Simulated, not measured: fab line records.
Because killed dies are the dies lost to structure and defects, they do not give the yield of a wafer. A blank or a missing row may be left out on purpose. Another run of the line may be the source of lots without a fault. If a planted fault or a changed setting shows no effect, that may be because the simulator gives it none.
fab line records	flow n5_finfet
record lots=9	wafers=24	last_day=17
route steps=1938 shown SD_EPI_N@272 SD_ACTIVATION@332 BEOL_M4@1111 PASSIVATION@1936
lots that met no fault: from a run of the same line without faults
start_h: start of the lot's first displayed wafer, in hours after the record's first day	wait_h: how many hours have passed since the lot's step before this one	" as in the row above	L1.1+2: a row that stands for several wafers	- either no value or no given start	* or withheld: withheld	< > ~ a bound
route shown NAME@n: a module of which the file shows steps, and the number in the route of the first	usual: average and standard deviation across the fault-free wafers	same: alike in all rows	chamber/n: place in a boat	sites: readings site by site	_std_site: the standard deviation of these	_edge_site: outer sites' mean less inner sites'	radius_mm: how far each site lies from the wafer's centre	mask NAME#n: copy n	behind: the most recent tool/chamber to have shaped the wafer	hold: cause of the lot's hold/its duration in hours/its outcome	device: which transistor (n, p or np) failed to switch	end of line: the same wafers' tests at the end of the route	step lacking rows: just its recipe	killed: not the wafer's yield, but the dies lost to structure and defects at the first sort	map: the dies of a wafer, with x for killed, . for not killed, _ for no die there
set.NAME: the setting that was run; set.NAME@STEP: the one run at that earlier step	model.NAME: the simulator's own value behind a step, which no gauge read
a sample of lots followed through the steps of the route, with each step as a table and each wafer as a row
services: when a tool's chamber went out of use (start_h, in hours from the record's first day, below 0 if earlier), for how many hours, and the reason
## steps
# step N5_SD_EPI_N_INSPECT_11
# recipe mode=adi	inspect_instrument=macro
# usual raw_defect_count=2.1/1.5
lot.wafer	tool	chamber	start_h	wait_h	raw_defect_count
L195.2	defect_inspect-02	-	55.59	0.0	2
L195.3	"	-	"	"	1
L195.5	"	-	"	"	1
L203.3	defect_inspect-02	-	103.45	0.0	4
L203.4	"	-	"	"	1
L203.5	"	-	"	"	3
L206.1	defect_inspect-01	-	121.10	0.0	4
L206.2	"	-	"	"	2
L206.5	"	-	"	"	3
L208.1	defect_inspect-01	-	139.34	0.0	3
L208.2	"	-	"	"	3
L210.2	defect_inspect-01	-	146.82	0.0	0
L210.3	"	-	"	"	1
L212.2	defect_inspect-01	-	157.17	0.0	4
L212.4	"	-	"	"	3
L214.4	defect_inspect-02	-	169.63	0.0	3
L214.5	"	-	"	"	4
L214.6	"	-	"	"	6
L215.1	defect_inspect-02	-	177.42	0.0	1
L215.4	"	-	"	"	1
L215.5	"	-	"	"	3
L217.2	defect_inspect-01	-	188.60	0.0	3
L217.3	"	-	"	"	1
L217.4	"	-	"	"	1
# step N5_SD_EPI_N_ETCH_45
# recipe chemistry=CH3F/O2	target=SiOCN	target_depth_a=60	mask_material=SOC	ion_energy_ev=60	bias_w=29	pressure_mtorr=15	source_w=410	Ar_flow_sccm=150	CH3F_flow_sccm=30	O2_flow_sccm=20
# usual chamber_pressure_mTorr=15.000/0.013	drypump_motor_current_A=5.6/0.53	oes_product_au=0.80/0.096	rf_vpp_V=127.6/1	showerhead_plenum_p_Torr=2.02/0.062	throttle_valve_pct=23.27/0.16
lot.wafer	tool	chamber	start_h	wait_h	chamber_pressure_mTorr	drypump_motor_current_A	oes_product_au	rf_hours_counter_h	rf_vpp_V	showerhead_plenum_p_Torr	throttle_valve_pct
L195.2	rie_diel-04	2	56.77	0.1	14.987	5.7	0.84	67	128.9	2.02	23.33
L195.3	"	3	"	"	14.990	5.4	0.95	9	129.4	2.13	23.09
L195.5	"	1	"	"	14.986	6.6	0.78	-	128.2	2.09	23.65
L203.3	rie_diel-03	1	104.15	0.1	15.008	5.7	0.68	250	128.3	2.06	23.40
L203.4	"	2	"	"	15.000	5.4	0.70	221	127.1	1.96	23.29
L203.5	"	0	"	"	14.995	6.0	0.91	-	128.3	2.11	23.15
L206.1	rie_diel-03	0	122.02	0.1	15.003	6.0	0.89	48	127.5	2.11	23.14
L206.2	"	2	"	"	15.012	5.4	0.69	232	126.8	1.96	23.33
L206.5	"	0	"	"	15.010	6.0	0.88	-	128.7	2.11	23.15
L208.1	rie_diel-03	1	139.89	0.1	14.995	5.7	0.97	6	127.4	2.05	23.04
L208.2	"	2	"	"	14.980	5.4	0.69	239	128.9	1.96	23.33
L210.2	rie_diel-02	2	147.36	0.1	14.999	5.5	0.94	8	128.1	1.97	23.15
L210.3	"	1	"	"	14.991	4.9	0.84	76	126.2	2.01	23.05
L212.2	rie_diel-03	0	157.72	0.1	14.994	6.0	0.86	61	128.5	2.10	23.19
L212.4	"	3	"	"	15.004	4.9	0.74	184	127.5	1.98	23.30
L214.4	rie_diel-02	1	170.18	0.1	15.004	4.9	0.82	83	126.9	2.01	23.06
L214.5	"	2	"	"	14.996	5.5	0.92	-	125.3	1.96	23.16
L214.6	"	1	"	"	15.004	4.9	0.83	-	126.3	2.01	23.07
L215.1	rie_diel-02	3	177.97	0.1	14.984	4.7	0.73	196	127.2	1.98	23.31
L215.4	"	0	"	"	14.998	6.2	0.95	7	128.8	2.13	23.05
L215.5	"	0	"	"	14.988	6.2	0.95	-	130.3	2.13	23.07
L217.2	rie_diel-04	3	189.15	0.1	14.999	5.4	0.85	61	129.5	2.11	23.16
L217.3	"	0	"	"	15.023	5.8	0.99	2	128.1	1.96	23.19
L217.4	"	2	"	"	15.004	5.7	0.79	114	126.4	2.00	23.38
# step N5_SD_EPI_N_STRIP_38
# recipe chemistry=N2/H2	power_w=1000	temp_c=250	h2_frac=0.65	overash_fraction=0.3	pressure_mtorr=withheld	n2_flow_sccm=1750	h2_flow_sccm=3250
# usual drypump_motor_current_A=6.3/0.32	heater_power_w=321/19	oes_product_au=0.763/0.011	temp_c=249.98/0.22
lot.wafer	tool	chamber	start_h	wait_h	drypump_motor_current_A	heater_power_w	oes_product_au	rf_hours_counter_h	temp_c
L195.2	plasma_asher-01	1	57.20	0.1	6.8	307	0.748	32	250.04
L195.3	"	1	"	"	6.8	321	0.741	-	250.06
L195.5	"	0	"	"	6.2	301	0.784	-	249.85
L203.3	plasma_asher-01	1	104.44	0.1	6.8	297	0.755	-	249.96
L203.4	"	0	"	"	6.1	298	0.742	-	249.80
L203.5	"	0	"	"	6.1	299	0.775	-	249.64
L206.1	plasma_asher-02	1	122.37	0.1	6.1	347	0.767	93	249.93
L206.2	"	0	"	"	6.0	336	0.757	93	249.96
L206.5	"	1	"	"	6.1	354	0.783	-	250.12
L208.1	plasma_asher-02	0	140.15	0.1	6.0	341	0.753	97	250.08
L208.2	"	1	"	"	6.1	355	0.779	97	250.12
L210.2	plasma_asher-02	0	147.63	0.1	5.9	335	0.768	98	250.03
L210.3	"	1	"	"	6.1	334	0.774	-	249.90
L212.2	plasma_asher-02	0	158.02	0.1	5.9	319	0.743	99	249.78
L212.4	"	1	"	"	6.1	356	0.752	-	249.56
L214.4	plasma_asher-02	0	170.47	0.1	6.0	341	0.758	-	249.89
L214.5	"	1	"	"	6.1	353	0.779	-	250.12
L214.6	"	0	"	"	5.9	329	0.750	-	249.77
L215.1	plasma_asher-02	1	178.24	0.1	6.1	344	0.770	104	250.02
L215.4	"	1	"	"	6.2	347	0.753	-	249.88
L215.5	"	0	"	"	5.9	338	0.742	-	249.71
L217.2	plasma_asher-01	0	189.42	0.1	6.1	300	0.768	61	249.75
L217.3	"	1	"	"	6.8	313	0.780	-	250.21
L217.4	"	0	"	"	6.1	310	0.767	-	250.19
# step N5_SD_EPI_N_EPI_21
# recipe material=Si:P	dopant=P	temp_c=680	pressure_torr=255	time_s=690
# usual chamber_pressure_Torr=255.0/0.59	epi_growth_time_s=690/0
lot.wafer	tool	chamber	start_h	wait_h	chamber_pressure_Torr	epi_growth_time_s
L195.2	epi_rpcvd-01	0	58.91	0.4	255.0	690
L195.3	"	0	"	"	254.9	690
L195.5	"	0	"	"	254.7	690
L203.3	epi_rpcvd-03	0	106.23	0.9	255.8	690
L203.4	"	0	"	"	255.1	690
L203.5	"	0	"	"	255.1	690
L206.1	epi_rpcvd-03	0	123.44	0.2	254.9	690
L206.2	"	0	"	"	254.7	690
L206.5	"	0	124.93	1.5	254.9	690
L208.1	epi_rpcvd-03	0	141.04	0.1	254.5	587.37
L208.2	"	0	"	"	256.1	587.37
L210.2	epi_rpcvd-03	0	148.82	0.4	254.8	587.37
L210.3	"	0	"	"	255.1	690
L212.2	epi_rpcvd-03	0	159.20	0.4	254.3	587.37
L212.4	"	0	"	"	254.5	690
L214.4	epi_rpcvd-01	0	172.89	1.2	253.8	690
L214.5	"	0	"	"	253.6	690
L214.6	"	0	"	"	255.4	690
L215.1	epi_rpcvd-04	0	179.13	0.1	254.0	690
L215.4	"	0	"	"	255.4	690
L215.5	"	0	"	"	255.2	690
L217.2	epi_rpcvd-01	0	191.22	0.7	255.4	690
L217.3	"	0	"	"	254.9	690
L217.4	"	0	"	"	255.1	690
# step N5_SD_EPI_N_EPI_MEAS_23
# recipe mode=xrd
# usual thk_nm=59.1/1.4
lot.wafer	tool	chamber	start_h	wait_h	thk_nm
L195.2	film_metro-02	-	60.34	1.2	58.1
L195.3	"	-	"	"	57.8
L195.5	"	-	"	"	58.4
L203.3	film_metro-02	-	107.79	1.2	60.2
L203.4	"	-	"	"	59.4
L203.5	"	-	"	"	61.0
L206.1	film_metro-01	-	125.73	1.9	58.9
L206.2	"	-	"	"	60.4
L206.5	"	-	"	"	58.1
L208.1	film_metro-02	-	142.76	1.4	51.8
L208.2	"	-	"	"	52.2
L210.2	film_metro-01	-	150.26	1.2	52.2
L210.3	"	-	"	"	58.1
L212.2	film_metro-01	-	160.64	1.2	54.9
L212.4	"	-	"	"	60.8
L214.4	film_metro-01	-	174.05	0.8	59.6
L214.5	"	-	"	"	59.6
L214.6	"	-	"	"	58.5
L215.1	film_metro-01	-	180.84	1.4	59.2
L215.4	"	-	"	"	59.9
L215.5	"	-	"	"	59.9
L217.2	film_metro-02	-	193.75	2.0	60.6
L217.3	"	-	"	"	60.7
L217.4	"	-	"	"	59.4
# step N5_SD_ACTIVATION_RS_MEAS_03
# recipe thk_meas_gauge=four-point-probe
# usual RS_SD_N=21.9/0.32	RS_SD_P=56.0/0.86
lot.wafer	tool	chamber	start_h	wait_h	RS_SD_N[ohm/sq]	RS_SD_P[ohm/sq]
L195.2	film_metro-02	-	66.44	0.2	22.2	54.8
L195.3	"	-	"	"	22.1	55.2
L195.5	"	-	"	"	22.2	56.1
L203.3	film_metro-01	-	113.74	0.2	21.9	56.3
L203.4	"	-	"	"	21.9	55.8
L203.5	"	-	"	"	21.8	55.7
L206.1	film_metro-01	-	130.85	0.2	22.0	55.9
L206.2	"	-	"	"	21.8	54.8
L206.5	"	-	"	"	21.8	55.4
L208.1	film_metro-01	-	147.98	0.2	25.3	54.6
L208.2	"	-	"	"	25.1	54.6
L210.2	film_metro-02	-	155.60	0.2	24.6	57.3
L210.3	"	-	"	"	22.1	56.9
L212.2	film_metro-02	-	166.46	0.2	24.0	57.6
L212.4	"	-	"	"	21.2	56.7
L214.4	film_metro-01	-	179.81	0.1	21.8	55.4
L214.5	"	-	"	"	21.8	54.5
L214.6	"	-	"	"	22.0	54.8
L215.1	film_metro-02	-	186.77	0.2	21.9	55.5
L215.4	"	-	"	"	21.8	55.9
L215.5	"	-	"	"	21.7	56.4
L217.2	film_metro-01	-	201.69	0.2	21.9	56.3
L217.3	"	-	"	"	22.0	55.5
L217.4	"	-	"	"	21.8	56.1
# step N5_BEOL_M4_RC_MEAS_101
# usual DIBL_N=36.2/1.4	DIBL_P=36.1/1.5	IOFF_N=0.153/0.02	IOFF_P=0.215/0.03	ION_N=672/8.6	ION_P=463/6.8	RS_SD_N=28.4/0.41	SS_N=71.5/0.47	SS_P=73.3/0.57	VT_N=250.6/2.4	VT_P=-249/3.2
lot.wafer	tool	chamber	start_h	wait_h	DIBL_N[mV/V]	DIBL_P[mV/V]	IOFF_N[nA/um]	IOFF_P[nA/um]	ION_N[uA/um]	ION_P[uA/um]	RS_SD_N[ohm/sq]	SS_N[mV/dec]	SS_P[mV/dec]	VT_N[mV]	VT_P[mV]
L195.2	prober-02	0	169.79	0.2	34.2	34.5	0.138	0.227	667	469	28.9	71.9	73.4	252.3	-246
L195.3	"	0	"	"	36.8	37.8	0.194	0.293	698	488	28.6	72.0	74.1	244.4	-244
L195.5	"	0	"	"	33.5	33.2	0.126	0.204	671	473	28.5	71.0	73.4	253.8	-246
L203.3	prober-01	0	214.21	0.3	35.6	37.4	0.153	0.196	662	455	28.0	70.7	72.7	250.1	-252
L203.4	"	0	"	"	34.5	36.0	0.135	0.181	667	455	28.4	71.2	72.0	251.2	-253
L203.5	"	0	"	"	36.8	39.1	0.185	0.229	685	465	28.1	72.3	73.3	245.4	-249
L206.1	prober-01	0	236.72	0.0	37.5	36.8	0.169	0.260	677	472	28.5	71.7	73.5	249.0	-247
L206.2	"	0	"	"	38.5	37.2	0.191	0.276	673	468	28.5	72.2	73.2	244.8	-246
L206.5	"	0	"	"	37.3	36.3	0.152	0.245	669	466	28.3	72.2	73.3	251.9	-245
L208.1	prober-01	0	246.42	0.0	36.6	34.2	0.145	0.204	666	460	32.8	71.7	72.3	251.3	-250
L208.2	"	0	"	"	35.1	32.8	0.122	0.186	660	462	32.6	71.0	73.0	255.4	-249
L210.2	prober-02	0	269.78	0.9	35.4	34.5	0.143	0.176	663	461	31.9	71.3	73.2	251.0	-254
L210.3	"	0	"	"	34.3	33.4	0.122	0.160	657	450	28.9	70.8	73.0	254.2	-257
L212.2	prober-02	0	276.83	0.2	34.4	34.1	0.128	0.173	662	460	30.7	71.3	73.0	254.4	-253
L212.4	"	0	"	"	36.0	35.4	0.149	0.187	670	458	27.9	71.4	73.6	250.4	-253
L214.4	prober-02	0	287.11	0.5	33.4	33.3	0.105	0.157	659	456	28.3	71.1	72.7	254.6	-255
L214.5	"	0	"	"	34.2	34.3	0.113	0.175	652	451	28.0	71.2	72.6	254.2	-251
L214.6	"	0	"	"	37.0	37.3	0.147	0.210	681	467	28.8	71.7	73.5	253.8	-250
L215.1	prober-02	0	297.12	0.0	36.7	37.1	0.156	0.239	683	472	28.2	70.9	73.3	252.4	-248
L215.4	"	0	"	"	36.4	36.2	0.150	0.224	676	470	28.1	71.2	72.1	250.8	-249
L215.5	"	0	"	"	37.6	37.5	0.176	0.252	693	475	28.0	71.9	73.3	249.7	-246
L217.2	prober-01	0	302.39	0.2	34.1	35.2	0.146	0.200	676	467	27.9	70.4	73.2	249.4	-249
L217.3	"	0	"	"	36.1	37.2	0.166	0.217	667	462	28.3	71.7	73.4	249.0	-247
L217.4	"	0	"	"	35.6	36.6	0.160	0.213	676	461	28.1	71.5	73.7	250.4	-251
# step N5_PASSIVATION_PROBE_49
# usual defect_limited_yield=91.3/1.3	killed_at_M0_to_M3=35/13	killed_at_M4_up=13/5.2	killed_at_contacts=12/6.2	killed_at_front_end=39/9.6	killed_at_other=3.1/2.6	killed_dies=102/16	killed_open=68/13	killed_short=33/6.9	sort_bin_5_function=5.1/0.87	sort_bin_6_memory=3.3/0.67	sort_n_pass=1078/16	sort_yield_pct=91.3/1.3
# same gross_dies=1180	killed_at_back_side=0	sort_bin_4_leakage[%]=0	sort_bin_8_speed[%]=0
lot.wafer	tool	chamber	start_h	wait_h	defect_limited_yield[%]	killed_at_M0_to_M3	killed_at_M4_up	killed_at_contacts	killed_at_front_end	killed_at_other	killed_dies	killed_open	killed_short	sort_bin_5_function[%]	sort_bin_6_memory[%]	sort_n_pass	sort_yield_pct[%]
L206.1	prober-01	-	341.81	0.0	92.2	24	14	6	45	3	92	52	40	4.4	3.0	1088	92.2
L206.2	prober-01	-	341.86	0.1	93.3	25	19	7	27	1	79	61	16	3.9	2.5	1101	93.3
L206.5	prober-01	-	342.01	0.2	92.5	18	19	9	43	0	89	60	28	4.2	3.2	1091	92.5
L208.1	prober-02	-	347.98	0.0	89.7	34	21	7	56	4	122	85	35	6.3	3.7	1058	89.7
L208.2	prober-02	-	348.03	0.1	91.4	32	8	10	51	0	101	65	35	5.4	3.1	1079	91.4
# killed by level:class
L206.1 FIN_SAQP:geometric_particle:short=13 STI_FIN_REVEAL:geometric_particle:open=11 BEOL_M4:geometric_particle:open=9 BEOL_M0_SAQP:geometric_particle:short=8 MOL_CONTACT_COAG:geometric_particle:open=5 FIN_SAQP:geometric_particle:open=4 BEOL_M0_SAQP:geometric_particle:open=4 GATE_CUT:geometric_particle:short=3
L206.2 BEOL_M2:geometric_particle:open=8 BEOL_M4:geometric_particle:open=7 MOL_CONTACT_COAG:geometric_particle:open=7 STI_FIN_REVEAL:geometric_particle:open=6 GATE_CUT:geometric_particle:short=6 BEOL_M3:geometric_particle:open=5 BEOL_M1:geometric_particle:open=5 DUMMY_GATE:geometric_particle:open=4
L206.5 STI_FIN_REVEAL:geometric_particle:open=11 MOL_CONTACT_COAG:geometric_particle:open=8 BEOL_M3:geometric_particle:open=7 BEOL_M4:geometric_particle:open=6 GATE_CUT:geometric_particle:short=6 FIN_SAQP:geometric_particle:short=5 DUMMY_GATE:geometric_particle:open=5 BEOL_M4:geometric_particle:short=5
L208.1 FIN_SAQP:geometric_particle:open=19 BEOL_M4:geometric_particle:open=14 STI_FIN_REVEAL:geometric_particle:open=13 BEOL_M0_SAQP:geometric_particle:open=11 FIN_SAQP:geometric_particle:short=10 BEOL_M3:geometric_particle:open=8 BEOL_M0_SAQP:geometric_particle:short=6 MOL_CONTACT_COAG:geometric_particle:open=5
L208.2 FIN_SAQP:geometric_particle:open=17 FIN_SAQP:geometric_particle:short=14 MOL_CONTACT_COAG:geometric_particle:open=8 BEOL_M0_SAQP:geometric_particle:open=7 BEOL_M3:geometric_particle:open=7 STI_FIN_REVEAL:geometric_particle:open=6 BEOL_M0_SAQP:geometric_particle:short=5 BEOL_M1:geometric_particle:open=5
## services
tool	chamber	start_h	hours	kind
epi_rpcvd-04	-	32.97	34.7	pm
plasma_asher-02	-	37.31	2.1	repair
rie_diel-02	2	39.15	1.3	repair
rie_diel-02	0	54.35	8.7	repair
rie_diel-02	-	64.28	4.0	pm
rie_diel-03	-	65.92	2.8	pm
plasma_asher-02	-	73.47	4.3	pm
rie_diel-03	1	104.30	-	clean
rie_diel-03	1	104.30	-	consumable_replace:focus_ring
rie_diel-02	2	104.46	-	clean
epi_rpcvd-03	-	113.03	0.5	pm
rie_diel-03	3	130.40	1.7	repair
epi_rpcvd-03	-	144.59	1.9	repair
rie_diel-04	0	148.40	7.8	repair
rie_diel-04	2	154.57	4.1	repair
rie_diel-04	2	159.80	4.9	repair
rie_diel-03	2	170.55	-	clean
rie_diel-03	2	170.55	-	consumable_replace:focus_ring
rie_diel-03	2	170.55	12.6	scheduled_down
rie_diel-03	2	170.55	12.6	vent_cycle
plasma_asher-01	-	181.55	1.0	repair
epi_rpcvd-01	-	182.95	6.0	pm
rie_diel-04	2	190.24	6.7	repair
epi_rpcvd-03	-	190.74	2.8	pm
## key
first_sign step=N5_SD_EPI_N_EPI_21	reading=epi_growth_time_s	direction=down	sigmas=99+	usual=*	struck=*
effect step=N5_SD_EPI_N_EPI_MEAS_23	reading=thk_nm	direction=down	sigmas=4.7	usual=*	struck=*
effect step=N5_SD_ACTIVATION_RS_MEAS_03	reading=RS_SD_N	direction=up	sigmas=8.9	usual=21.9	struck=24.8
effect step=N5_BEOL_M4_RC_MEAS_101	reading=RS_SD_N	direction=up	sigmas=8.7	usual=28.4	struck=32.0
met_at N5_SD_EPI_N_EPI_21
struck_lots L208,L210,L212
struck_wafers L208.1,L208.2,L210.2,L212.2
not_acting_at N5_SD_EPI_N_INSPECT_11,N5_SD_EPI_N_ETCH_45,N5_SD_EPI_N_STRIP_38
onset_between 123.44 141.04
fault kind=process_parameter_drift	tool=epi_rpcvd-03	chamber=-	onset_h=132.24	steps=N5_SD_EPI_N_EPI_21	channel=epi_growth_time_s	offset=*	shape=step	end_h=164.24	scope=struck_wafers_only	acts_in=*	stated=*
